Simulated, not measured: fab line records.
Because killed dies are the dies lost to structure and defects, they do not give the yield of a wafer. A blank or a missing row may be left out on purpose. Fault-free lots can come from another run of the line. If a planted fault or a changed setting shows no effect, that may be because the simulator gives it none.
fab line records | flow nand_harc
record: lots: 7 wafers: 19 last_day: 32
route steps=1302 shown A_CHANNEL_HOLE_D1@480 A_CHANNEL_FILL_D1@490 END@1302
lots that met no fault: taken from a fault-free run of the same line
start_h: the number of hours between the record's first day and the start of the first shown wafer of the lot | wait_h: time in hours since the lot's previous step | " as in the row above | L1.1+2: one row covering several wafers at once | - no value, or no start was given | * or withheld: withheld | < > ~ a bound
route shown NAME@n: NAME is a module with steps in the file, n the number in the route of the first one | usual: mean/standard deviation taken from wafers without a fault | same: alike in all rows | chamber/n: place in a boat | sites: each site's reading | _std_site: their standard deviation | _edge_site: outer sites' mean less inner sites' | radius_mm: how far each site lies from the wafer's centre | mask NAME#n: copy n | behind: the last tool/chamber to shape the wafer | hold: why the lot was held/for how many hours/how that ended | device: names the non-switching transistor (n, p or np) | end of line: at the end of the route, the tests of the same wafers | step lacking rows: just its recipe | killed: the dies lost at the first sort to structure and to defects; this is not the yield of the wafer | map: dies across one wafer; x = killed, . = not, _ = none there
set.NAME: the run value of the setting; set.NAME@STEP: its run value at that earlier step | model.NAME: the simulator's own value behind a step, which no gauge read
lots seen at some steps along the route; tables by step, rows by wafer
services: when a tool's chamber went out of use (start_h, in hours from the record's first day, below 0 if earlier), for how many hours, and the reason
== steps ==
step: NHARC_A_CHANNEL_HOLE_D1_STRIP_41
recipe: n2_flow_sccm: 150 h2_flow_sccm: 150 ar_flow_sccm: 0 bias_w: 0 chemistry: N2/H2
step: NHARC_A_CHANNEL_HOLE_D1_STRIP_42
recipe: cf4_flow_sccm: 100 chf3_flow_sccm: 30 ar_flow_sccm: 0 bias_w: 0 chemistry: CF4/CHF3
step: NHARC_A_CHANNEL_HOLE_D1_STRIP_43
recipe: o2_flow_sccm: 400 cos_flow_sccm: 20 ar_flow_sccm: 0 bias_w: 0 chemistry: O2/COS
step: NHARC_A_CHANNEL_HOLE_D1_ETCH_44
recipe: target_depth_a: 1400 overetch_a: 140 time_s: 77 ion_energy_ev: 100 cf4_flow_sccm: 80 o2_flow_sccm: 20 ar_flow_sccm: 0 rf_w: 300 bias_w: 100 chemistry: CF4/O2
usual: cf4_flow_sccm: 80.02/0.26 drypump_motor_current_A: 5.6/0.42 oes_product_au: 1.000/0.015 rf_vpp_V: 197.7/1.3 showerhead_plenum_p_Torr: 1.33/0.056 throttle_valve_pct: 13.396/0.0085
same: time_s: 77
columns lot.wafer tool chamber start_h wait_h cf4_flow_sccm drypump_motor_current_A oes_product_au rf_hours_counter_h rf_vpp_V showerhead_plenum_p_Torr throttle_valve_pct
L804.1 rie_diel-07 0 205.51 0.1 80.35 5.8 1.015 30 198.2 1.33 13.374
L804.3 " 1 " " 79.45 6.2 1.003 32 196.8 1.30 13.389
L804.6 " 2 " " 79.99 5.9 1.004 - 197.7 1.34 13.395
L808.2 rie_diel-01 1 235.39 0.1 79.65 5.5 0.984 2 198.0 1.34 13.393
L808.5 " 0 " " 80.18 6.3 1.020 - 197.6 1.29 13.407
L808.6 " 3 " " 80.25 5.3 1.003 - 200.1 1.42 13.403
L809.1 rie_diel-01 0 243.96 0.1 79.69 6.3 1.019 3 196.7 1.29 13.385
L809.6 " 0 " " 79.92 6.3 1.014 - 197.4 1.29 13.399
L809.5 " 1 " " 80.27 5.5 0.996 - 197.6 1.34 13.398
L810.4 rie_diel-01 0 264.42 0.1 79.63 6.3 1.041 4 196.8 1.29 13.396
L810.6 " 0 " " 79.49 6.3 1.032 - 196.4 1.29 13.385
L811.3 rie_diel-01 3 271.70 0.1 80.12 5.4 1.005 6 200.3 1.41 13.383
L811.5 " 0 " " 80.21 6.3 1.027 - 197.3 1.29 13.403
L817.4 rie_diel-08 3 335.23 0.2 79.98 6.4 0.971 42 198.4 1.39 13.399
L817.2 " 0 " " 80.30 5.8 1.005 46 196.6 1.25 13.390
L817.3 " 1 " " 79.98 5.4 0.998 49 196.0 1.29 13.394
L824.2 rie_diel-01 1 401.28 0.1 80.38 5.6 0.983 3 197.7 1.34 13.403
L824.1 " 2 " " 80.14 5.3 0.983 3 196.7 1.27 13.384
L824.5 " 1 " " 80.04 5.6 0.985 - 197.6 1.34 13.413
step: NHARC_A_CHANNEL_HOLE_D1_STRIP_27
recipe: o2_flow_sccm: 500 ar_flow_sccm: 0 bias_w: 0 chemistry: O2
usual: drypump_motor_current_A: 5.7/0.43 oes_product_au: 1.000/0.015 rf_vpp_V: 57.7/0.92 showerhead_plenum_p_Torr: 3.51/0.14 throttle_valve_pct: 17.036/0.0099
columns lot.wafer tool chamber start_h wait_h drypump_motor_current_A oes_product_au rf_hours_counter_h rf_vpp_V showerhead_plenum_p_Torr throttle_valve_pct
L804.1 rie_diel-07 1 - - 6.3 0.996 32 57.0 3.43 17.039
L804.3 " 2 " " 6.0 1.012 22 57.2 3.55 17.026
L804.6 " 2 " " 6.0 0.991 - 57.4 3.55 17.038
L808.2 rie_diel-01 2 - - 5.2 0.975 3 57.1 3.36 17.041
L808.5 " 3 " " 5.4 1.012 - 57.9 3.73 17.032
L808.6 " 0 " " 6.3 1.015 - 57.9 3.42 17.042
L809.1 rie_diel-01 3 - - 5.4 1.019 4 58.2 3.73 17.039
L809.5 " 0 " " 6.3 1.028 - 58.7 3.42 17.039
L809.6 " 1 " " 5.6 1.000 - 58.6 3.55 17.033
L810.4 rie_diel-01 2 - - 5.3 0.992 5 56.9 3.36 17.045
L810.6 " 1 " " 5.5 0.993 - 59.2 3.55 17.044
L811.3 rie_diel-01 2 - - 5.3 0.988 5 57.1 3.36 17.044
L811.5 " 2 " " 5.3 0.984 - 58.9 3.36 17.034
L817.3 rie_diel-08 0 - - 5.8 1.005 46 56.8 3.30 17.049
L817.4 " 1 " " 5.5 0.994 49 58.3 3.42 17.043
L817.2 " 2 " " 5.9 0.983 45 58.6 3.63 17.040
L824.2 rie_diel-01 1 - - 5.5 0.990 3 57.3 3.55 17.040
L824.1 " 3 " " 5.4 1.013 3 57.3 3.72 17.021
L824.5 " 1 " " 5.6 0.998 - 57.7 3.55 17.038
step: NHARC_A_CHANNEL_HOLE_D1_PRECLEAN_28
recipe: time_s: * temp_c: 50 bath_age_min: 0 chemistry: SC1
step: NHARC_A_CHANNEL_HOLE_D1_SRD_29
step: NHARC_A_CHANNEL_HOLE_D1_CD_MEAS_30
usual: cd_nm: 90.4/1.4
columns lot.wafer tool chamber start_h wait_h cd_nm
L804.1 cd_sem-01 - 206.43 - 91.4
L804.3 " - " " 90.2
L804.6 " - " " 90.0
L808.2 cd_sem-02 - 236.19 - 88.9
L808.5 " - " " 88.8
L808.6 " - " " 89.4
L809.1 cd_sem-02 - 244.76 - 89.6
L809.5 " - " " 90.5
L809.6 " - " " 92.7
L810.4 cd_sem-03 - 265.22 - 89.0
L810.6 " - " " 91.7
L811.3 cd_sem-01 - 272.50 - 90.8
L811.5 " - " " 88.9
L817.2 cd_sem-02 - 336.02 - 88.6
L817.3 " - " " 90.1
L817.4 " - " " 90.9
L824.1 cd_sem-03 - 402.20 - 89.2
L824.2 " - " " 89.9
L824.5 " - " " 88.7
step: NHARC_A_CHANNEL_HOLE_D1_XSEM_31
recipe: landing_energy_ev: 35000
usual: bot_cd_nm: 74.9/1.6 bow_nm: 8.78/0.28 tilt_deg: 0.07/0.034
columns lot.wafer tool chamber start_h wait_h bot_cd_nm bow_nm tilt_deg
L804.1 xsem-02 0 206.52 0.1 75.6 8.65 0.08
L804.3 " 0 " " 74.6 8.67 0.09
L804.6 " 0 " " 74.3 8.63 0.08
L808.2 xsem-02 0 236.29 0.1 73.1 8.61 0.08
L808.5 " 0 " " 73.4 8.52 0.08
L808.6 " 0 " " 73.8 8.53 0.08
L809.1 xsem-02 0 244.85 0.1 73.1 8.95 0.04
L809.5 " 0 " " 74.9 8.93 0.04
L809.6 " 0 " " 76.5 8.93 0.04
L810.4 xsem-02 0 265.31 0.1 73.6 9.04 0.02
L810.6 " 0 " " 77.1 8.98 0.02
L811.3 xsem-01 0 272.59 0.1 74.1 8.85 0.02
L811.5 " 0 " " 72.9 8.83 0.02
L817.2 xsem-01 0 336.11 0.1 72.3 8.44 0.09
L817.3 " 0 " " 74.0 8.34 0.09
L817.4 " 0 " " 74.9 8.35 0.08
L824.1 xsem-02 0 402.29 0.1 74.4 8.59 0.07
L824.2 " 0 " " 75.9 8.63 0.07
L824.5 " 0 " " 74.5 8.63 0.07
step: NHARC_A_CHANNEL_HOLE_D1_INSPECT_40
usual: raw_defect_count: 68/22
columns lot.wafer tool chamber start_h wait_h raw_defect_count
L804.1 defect_inspect-02 - 206.62 - 59
L804.3 " - " " 52
L804.6 " - " " 30
L808.2 defect_inspect-02 - 236.38 - 59
L808.5 " - " " 58
L808.6 " - " " 65
L809.1 defect_inspect-01 - 244.95 - 57
L809.5 " - " " 48
L809.6 " - " " 45
L810.4 defect_inspect-02 - 265.40 - 37
L810.6 " - " " 61
L811.3 defect_inspect-01 - 272.68 - 119
L811.5 " - " " 101
L817.2 defect_inspect-02 - 336.20 - 86
L817.3 " - " " 76
L817.4 " - " " 60
L824.1 defect_inspect-02 - 402.39 - 41
L824.2 " - " " 58
L824.5 " - " " 52
step: NHARC_A_CHANNEL_FILL_D1_PRECLEAN_00
recipe: time_s: * temp_c: 50 bath_age_min: 0 chemistry: SC1
step: NHARC_A_CHANNEL_FILL_D1_SRD_01
step: NHARC_A_CHANNEL_FILL_D1_ALD_02
recipe: target_thk_a: 60 pulse_time_s: 10 ald_cycles: 60 temp_c: 300 material: SiO2
usual: ald_cycles: 60/0 heater_power_w: 472/56 precursor_pulse_height_rel: 1.002/0.019
columns lot.wafer tool chamber start_h wait_h ald_cycles heater_power_w precursor_pulse_height_rel since_wet_clean_h
L804.1 ald_hk-04 0 206.81 - 60 523 0.969 112
L804.3 " 3 " " 60 462 1.033 112
L804.6 " 0 " " 60 519 1.007 -
L808.2 ald_hk-03 0 236.57 - 60 552 1.003 15
L808.5 " 0 " " 60 571 0.990 -
L808.6 " 1 " " 60 419 0.985 -
L809.1 ald_hk-03 1 246.11 - 60 424 1.022 24
L809.6 " 2 " " 67 405 1.007 -
L809.5 " 3 " " 67 519 1.025 -
L810.4 ald_hk-03 0 265.74 - 60 557 1.000 44
L810.6 " 2 " " 67 400 1.009 -
L811.3 ald_hk-03 1 272.94 - 60 429 0.961 51
L811.5 " 0 " " 67 566 0.995 -
L817.2 ald_hk-04 0 336.40 - 60 509 1.014 63
L817.3 " 1 " " 60 477 0.993 63
L817.4 " 3 " " 60 449 0.999 64
L824.1 ald_hk-03 1 402.65 - 60 384 1.027 1
L824.2 " 3 " " 60 526 1.015 1
L824.5 " 1 " " 60 385 0.976 -
step: NHARC_A_CHANNEL_FILL_D1_ALD_03
recipe: target_thk_a: 60 pulse_time_s: 60 ald_cycles: 58 temp_c: 630 pressure_torr: 2 material: SiNx
usual: ald_cycles: 58/0 chamber_pressure_Torr: 2.000/0.0044 precursor_pulse_height_rel: 1.001/0.021
columns lot.wafer tool chamber start_h wait_h ald_cycles chamber_pressure_Torr precursor_pulse_height_rel
L804.1 ald_sin_batch-03 0 - - 58 2.008 1.005
L804.3 " 0 " " 58 1.996 0.996
L804.6 " 0 " " 58 2.004 0.997
L808.2 ald_sin_batch-01 0 - - 58 1.998 0.983
L808.5 " 0 " " 58 2.005 0.971
L808.6 " 0 " " 58 2.004 1.011
L809.1 ald_sin_batch-03 0 - - 58 1.999 1.022
L809.5 " 0 " " 58 2.004 0.995
L809.6 " 0 " " 58 1.999 1.003
L810.4 ald_sin_batch-03 0 - - 58 2.001 1.035
L810.6 " 0 " " 58 2.006 0.964
L811.3 ald_sin_batch-03 0 - - 58 1.996 1.003
L811.5 " 0 " " 58 1.991 1.007
L817.2 ald_sin_batch-03 0 - - 58 1.998 0.981
L817.3 " 0 " " 58 2.002 0.986
L817.4 " 0 " " 58 2.003 0.978
L824.1 ald_sin_batch-01 0 - - 58 2.011 1.021
L824.2 " 0 " " 58 2.004 1.001
L824.5 " 0 " " 58 2.004 0.982
step: NHARC_END_SORT_01
recipe: temp_c: 25
usual: killed_at_array: 56/17 killed_at_other: 1.2/1.4 killed_at_periphery: 4/3.2 killed_dies: 61/16 killed_open: 3.6/2.1 killed_short: 2.7/1.8
same: gross_dies: 677
columns lot.wafer tool chamber start_h wait_h killed_at_array killed_at_other killed_at_periphery killed_dies killed_open killed_short
L808.2 prober-02 0 610.22 2.8 26 1 8 35 6 4
L808.5 prober-02 0 612.62 3.7 26 1 7 34 6 3
L808.6 prober-02 0 613.42 4.0 27 2 16 45 6 4
killed by level:class
L808.2 A_CHANNEL_HOLE_D2:chamber_film_flake=8 P_BONDPAD:chamber_film_flake=5 A_STAIRCASE:chamber_film_flake=4 A_WL_FILL:geometric_particle:short=2 A_CHANNEL_HOLE_D1:chamber_film_flake=2 A_DECK1_JOINT:chamber_film_flake=2 P_GATE:geometric_particle:open=1 A_ONON_D1:geometric_particle:short=1
L808.5 A_CHANNEL_HOLE_D2:chamber_film_flake=12 P_STI:chamber_film_flake=3 A_CHANNEL_HOLE_D1:chamber_film_flake=3 P_M0:geometric_particle:open=2 A_ONON_D2:geometric_particle:open=2 P_BONDPAD:chamber_film_flake=2 A_ONON_D1:geometric_particle:short=1 A_DECK1_JOINT:geometric_particle:short=1
L808.6 A_CHANNEL_HOLE_D2:chamber_film_flake=10 P_STI:chamber_film_flake=4 P_BONDPAD:chamber_film_flake=3 P_ZERO_WELL:chamber_film_flake=3 P_GATE:chamber_film_flake=3 A_CHANNEL_HOLE_D1:chamber_film_flake=3 P_GATE:geometric_particle:open=2 A_CHANNEL_FILL_D2:geometric_particle:short=2
== services ==
columns tool chamber start_h hours kind
rie_diel-01 0 182.95 - clean
rie_diel-01 1 182.95 - clean
rie_diel-01 2 182.95 - clean
rie_diel-01 3 182.95 - clean
rie_diel-08 - 190.88 9.0 pm
ald_hk-03 - 193.69 0.8 repair
rie_diel-07 3 202.03 9.6 repair
rie_diel-01 - 203.81 9.0 pm
ald_hk-03 - 212.07 10.0 pm
rie_diel-01 2 230.95 4.5 repair
rie_diel-07 1 263.08 1.3 repair
ald_hk-04 - 263.11 10.0 pm
ald_hk-03 - 277.52 0.6 repair
ald_hk-04 - 287.47 0.3 repair
rie_diel-07 - 294.28 9.0 pm
rie_diel-08 2 342.26 1.4 repair
rie_diel-07 3 347.17 4.9 repair
rie_diel-01 1 362.21 11.3 repair
rie_diel-01 0 365.42 132.0 repair
rie_diel-08 - 367.88 9.0 pm
xsem-01 - 374.00 14.0 pm
rie_diel-01 - 380.81 9.0 pm
rie_diel-07 0 385.23 18.2 repair
ald_sin_batch-03 - 397.26 18.5 repair
== key ==
first_sign: step: NHARC_A_CHANNEL_FILL_D1_ALD_02 reading: ald_cycles direction: up sigmas: 99+ usual: 60 struck: 67
effect none on later readings
met_at NHARC_A_CHANNEL_FILL_D1_ALD_02
struck_wafers L809.5,L809.6,L810.6,L811.5
tester_left_out L809,L810,L811
onset_between 236.57 246.11
fault: kind: process_parameter_drift tool: ald_hk-03 chamber: - onset_h: 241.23 steps: NHARC_A_CHANNEL_FILL_D1_ALD_02 channel: ald_cycles offset: 7 shape: step end_h: 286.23 scope: struck_wafers_only acts_in: these_recipes_only stated: 60
tester_left_out: of these lots the tester's yield and bins aren't shown, on N5 and GAA mostly nor the transistor test; their killed dies are dies lost to structure and defects alone, not to doping, threshold or leakage, so they don't give the yield
